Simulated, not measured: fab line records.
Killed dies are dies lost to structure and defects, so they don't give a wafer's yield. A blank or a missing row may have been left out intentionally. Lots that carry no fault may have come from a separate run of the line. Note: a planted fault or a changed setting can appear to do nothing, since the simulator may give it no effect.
Split-lot trial :: flow n5Finfet :: 39 wafers read from 7 lots, route of 1938 steps

== THE SPLIT ITSELF ==
At N5_MOL_CONTACT_COAG_CVD_140 (deposits W, target thk 66.5 nm, time 215 s), the setting targetThkA was moved away from the recipe's 665 angstrom on 12 of the 39 wafers read, by -10.8% to +13.3%. All remaining wafers had this setting at the recipe value.

The reading is taken at the split's own step.

== THE READING ==
W_of_MOL_CONTACT_COAG_CVD_140.thkNm (the simulator's own value, which no gauge read), in nm, at N5_MOL_CONTACT_COAG_CVD_140 (deposits W, target thk 66.5 nm, time 215 s). The file does not state a usual value for it. Here, 27 wafers ran the recipe; their average is 66.5 nm with a standard deviation of 0.77 nm.

wafer: L074.1
tool, chamber at the split: cvdW-01, 0
targetThkA as run, angstrom: 665
against the recipe: recipe
W_of_MOL_CONTACT_COAG_CVD_140.thkNm, nm: 65.6
against lot-mates on the recipe: -

wafer: L074.2
tool, chamber at the split: cvdW-01, 1
targetThkA as run, angstrom: 665
against the recipe: recipe
W_of_MOL_CONTACT_COAG_CVD_140.thkNm, nm: 66.2
against lot-mates on the recipe: -

wafer: L074.6
tool, chamber at the split: cvdW-01, 1
targetThkA as run, angstrom: 665
against the recipe: recipe
W_of_MOL_CONTACT_COAG_CVD_140.thkNm, nm: 66.2
against lot-mates on the recipe: -

wafer: L074.3
tool, chamber at the split: cvdW-01, 0
targetThkA as run, angstrom: 665
against the recipe: recipe
W_of_MOL_CONTACT_COAG_CVD_140.thkNm, nm: 66.8
against lot-mates on the recipe: -

wafer: L074.5
tool, chamber at the split: cvdW-01, 0
targetThkA as run, angstrom: 665
against the recipe: recipe
W_of_MOL_CONTACT_COAG_CVD_140.thkNm, nm: 66.8
against lot-mates on the recipe: -

wafer: L074.4
tool, chamber at the split: cvdW-01, 1
targetThkA as run, angstrom: 665
against the recipe: recipe
W_of_MOL_CONTACT_COAG_CVD_140.thkNm, nm: 65.8
against lot-mates on the recipe: -

wafer: L078.1
tool, chamber at the split: cvdW-01, 1
targetThkA as run, angstrom: 750.7
against the recipe: +12.9%
W_of_MOL_CONTACT_COAG_CVD_140.thkNm, nm: 74.6
against lot-mates on the recipe: +7.5

wafer: L078.2
tool, chamber at the split: cvdW-01, 0
targetThkA as run, angstrom: 665
against the recipe: recipe
W_of_MOL_CONTACT_COAG_CVD_140.thkNm, nm: 66.6
against lot-mates on the recipe: -

wafer: L078.3
tool, chamber at the split: cvdW-01, 0
targetThkA as run, angstrom: 665
against the recipe: recipe
W_of_MOL_CONTACT_COAG_CVD_140.thkNm, nm: 68
against lot-mates on the recipe: -

wafer: L078.4
tool, chamber at the split: cvdW-01, 1
targetThkA as run, angstrom: 665
against the recipe: recipe
W_of_MOL_CONTACT_COAG_CVD_140.thkNm, nm: 66.8
against lot-mates on the recipe: -

wafer: L078.5
tool, chamber at the split: cvdW-01, 0
targetThkA as run, angstrom: 750.7
against the recipe: +12.9%
W_of_MOL_CONTACT_COAG_CVD_140.thkNm, nm: 75.4
against lot-mates on the recipe: +8.3

wafer: L078.6
tool, chamber at the split: cvdW-01, 1
targetThkA as run, angstrom: 750.7
against the recipe: +12.9%
W_of_MOL_CONTACT_COAG_CVD_140.thkNm, nm: 74.8
against lot-mates on the recipe: +7.7

wafer: L079.1
tool, chamber at the split: cvdW-02, 1
targetThkA as run, angstrom: 611.3
against the recipe: -8.1%
W_of_MOL_CONTACT_COAG_CVD_140.thkNm, nm: 62
against lot-mates on the recipe: -5.1

wafer: L079.2
tool, chamber at the split: cvdW-02, 0
targetThkA as run, angstrom: 665
against the recipe: recipe
W_of_MOL_CONTACT_COAG_CVD_140.thkNm, nm: 66.4
against lot-mates on the recipe: -

wafer: L079.3
tool, chamber at the split: cvdW-02, 0,1
targetThkA as run, angstrom: 611.3
against the recipe: -8.1%
W_of_MOL_CONTACT_COAG_CVD_140.thkNm, nm: 61.4
against lot-mates on the recipe: -5.7

wafer: L079.4
tool, chamber at the split: cvdW-02, 0,1
targetThkA as run, angstrom: 611.3
against the recipe: -8.1%
W_of_MOL_CONTACT_COAG_CVD_140.thkNm, nm: 61.4
against lot-mates on the recipe: -5.7

wafer: L079.5
tool, chamber at the split: cvdW-02, 1
targetThkA as run, angstrom: 665
against the recipe: recipe
W_of_MOL_CONTACT_COAG_CVD_140.thkNm, nm: 67.6
against lot-mates on the recipe: -

wafer: L079.6
tool, chamber at the split: cvdW-02, 0
targetThkA as run, angstrom: 665
against the recipe: recipe
W_of_MOL_CONTACT_COAG_CVD_140.thkNm, nm: 67.2
against lot-mates on the recipe: -

wafer: L082.1
tool, chamber at the split: cvdW-01, 0
targetThkA as run, angstrom: 665
against the recipe: recipe
W_of_MOL_CONTACT_COAG_CVD_140.thkNm, nm: 64.8
against lot-mates on the recipe: -

wafer: L082.2
tool, chamber at the split: cvdW-01, 1
targetThkA as run, angstrom: 593.3
against the recipe: -10.8%
W_of_MOL_CONTACT_COAG_CVD_140.thkNm, nm: 57.4
against lot-mates on the recipe: -7.8

wafer: L082.3
tool, chamber at the split: cvdW-01, 0
targetThkA as run, angstrom: 665
against the recipe: recipe
W_of_MOL_CONTACT_COAG_CVD_140.thkNm, nm: 65.6
against lot-mates on the recipe: -

wafer: L082.4
tool, chamber at the split: cvdW-01, 1
targetThkA as run, angstrom: 593.3
against the recipe: -10.8%
W_of_MOL_CONTACT_COAG_CVD_140.thkNm, nm: 56.8
against lot-mates on the recipe: -8.4

wafer: L082.5
tool, chamber at the split: cvdW-01, 0
targetThkA as run, angstrom: 593.3
against the recipe: -10.8%
W_of_MOL_CONTACT_COAG_CVD_140.thkNm, nm: 58.2
against lot-mates on the recipe: -7.0

wafer: L082.6
tool, chamber at the split: cvdW-01, 1
targetThkA as run, angstrom: 665
against the recipe: recipe
W_of_MOL_CONTACT_COAG_CVD_140.thkNm, nm: 65.2
against lot-mates on the recipe: -

wafer: L085.4
tool, chamber at the split: cvdW-02, 1
targetThkA as run, angstrom: 665
against the recipe: recipe
W_of_MOL_CONTACT_COAG_CVD_140.thkNm, nm: 67
against lot-mates on the recipe: -

wafer: L085.5
tool, chamber at the split: cvdW-02, 1
targetThkA as run, angstrom: 665
against the recipe: recipe
W_of_MOL_CONTACT_COAG_CVD_140.thkNm, nm: 67.8
against lot-mates on the recipe: -

wafer: L085.6
tool, chamber at the split: cvdW-02, 0
targetThkA as run, angstrom: 665
against the recipe: recipe
W_of_MOL_CONTACT_COAG_CVD_140.thkNm, nm: 65.4
against lot-mates on the recipe: -

wafer: L093.1
tool, chamber at the split: cvdW-02, 0
targetThkA as run, angstrom: 753.2
against the recipe: +13.3%
W_of_MOL_CONTACT_COAG_CVD_140.thkNm, nm: 74.6
against lot-mates on the recipe: +8.0

wafer: L093.2
tool, chamber at the split: cvdW-02, 1
targetThkA as run, angstrom: 753.2
against the recipe: +13.3%
W_of_MOL_CONTACT_COAG_CVD_140.thkNm, nm: 75.8
against lot-mates on the recipe: +9.2

wafer: L093.3
tool, chamber at the split: cvdW-02, 1
targetThkA as run, angstrom: 665
against the recipe: recipe
W_of_MOL_CONTACT_COAG_CVD_140.thkNm, nm: 67
against lot-mates on the recipe: -

wafer: L093.4
tool, chamber at the split: cvdW-02, 0
targetThkA as run, angstrom: 665
against the recipe: recipe
W_of_MOL_CONTACT_COAG_CVD_140.thkNm, nm: 66
against lot-mates on the recipe: -

wafer: L093.5
tool, chamber at the split: cvdW-02, 0
targetThkA as run, angstrom: 753.2
against the recipe: +13.3%
W_of_MOL_CONTACT_COAG_CVD_140.thkNm, nm: 74.4
against lot-mates on the recipe: +7.8

wafer: L093.6
tool, chamber at the split: cvdW-02, 1
targetThkA as run, angstrom: 665
against the recipe: recipe
W_of_MOL_CONTACT_COAG_CVD_140.thkNm, nm: 66.8
against lot-mates on the recipe: -

wafer: L096.1
tool, chamber at the split: cvdW-01, 0
targetThkA as run, angstrom: 665
against the recipe: recipe
W_of_MOL_CONTACT_COAG_CVD_140.thkNm, nm: 65.8
against lot-mates on the recipe: -

wafer: L096.2
tool, chamber at the split: cvdW-01, 1
targetThkA as run, angstrom: 665
against the recipe: recipe
W_of_MOL_CONTACT_COAG_CVD_140.thkNm, nm: 66.8
against lot-mates on the recipe: -

wafer: L096.3
tool, chamber at the split: cvdW-01, 0
targetThkA as run, angstrom: 665
against the recipe: recipe
W_of_MOL_CONTACT_COAG_CVD_140.thkNm, nm: 67.2
against lot-mates on the recipe: -

wafer: L096.4
tool, chamber at the split: cvdW-01, 1
targetThkA as run, angstrom: 665
against the recipe: recipe
W_of_MOL_CONTACT_COAG_CVD_140.thkNm, nm: 66.6
against lot-mates on the recipe: -

wafer: L096.5
tool, chamber at the split: cvdW-01, 1,0
targetThkA as run, angstrom: 665
against the recipe: recipe
W_of_MOL_CONTACT_COAG_CVD_140.thkNm, nm: 66.2
against lot-mates on the recipe: -

wafer: L096.6
tool, chamber at the split: cvdW-01, 1,0
targetThkA as run, angstrom: 665
against the recipe: recipe
W_of_MOL_CONTACT_COAG_CVD_140.thkNm, nm: 66.2
against lot-mates on the recipe: -
When a row names more than one chamber, that row covers several wafers, and the file does not tell which wafer ran in which chamber.

THE FIT
A straight line over all 39 wafers: W_of_MOL_CONTACT_COAG_CVD_140.thkNm changes by +0.686 nm for each +1% of targetThkA; r = +0.98; the points scatter about the line by 0.88 nm.
The same after taking each lot's own level away (the mean of its wafers on the recipe; 39 wafers): +0.649 nm for each +1%; r = +0.99; scatter 0.6 nm.
The reading moves by 8.6 nm for the largest change in targetThkA, on that fit.
Measured against the standard deviation above, the lots' own levels, which go from 65.20 to 67.13 nm, span 2.5 times it.
So the lot-to-lot level changes the slope little: the two slopes agree.
Check: with one of the wafers moved furthest among these (+13.3%) left out of the fit, the line predicts +8.54 nm for it against its lot-mates. It came out at +8 nm against them.

== FURTHER SPLITS ON THESE WAFERS ==
Other splits were also applied to these wafers ahead of the reading. Each is held against what the fit with the lots' levels taken away leaves over:
other split on the same wafers: N5_WELL_APT_IMPLANT_14 energyKev
wafers away from the commonest value: 15
r with W_of_MOL_CONTACT_COAG_CVD_140.thkNm (lot level and that fit taken away): -0.12

other split on the same wafers: N5_HKMG_FIN_ETCH_32 biasW
wafers away from the commonest value: 18
r with W_of_MOL_CONTACT_COAG_CVD_140.thkNm (lot level and that fit taken away): -0.19

other split on the same wafers: N5_GATE_CUT_ETCH_37 biasW
wafers away from the commonest value: 12
r with W_of_MOL_CONTACT_COAG_CVD_140.thkNm (lot level and that fit taken away): -0.15

other split on the same wafers: N5_MOL_CONTACT_COAG_ALD_27 timeS
wafers away from the commonest value: 9
r with W_of_MOL_CONTACT_COAG_CVD_140.thkNm (lot level and that fit taken away): +0.06

== THE FILE'S OWN FIT ==
W_of_MOL_CONTACT_COAG_CVD_140.thkNm changes by +0.647 nm for each +1% of targetThkA, r = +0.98.
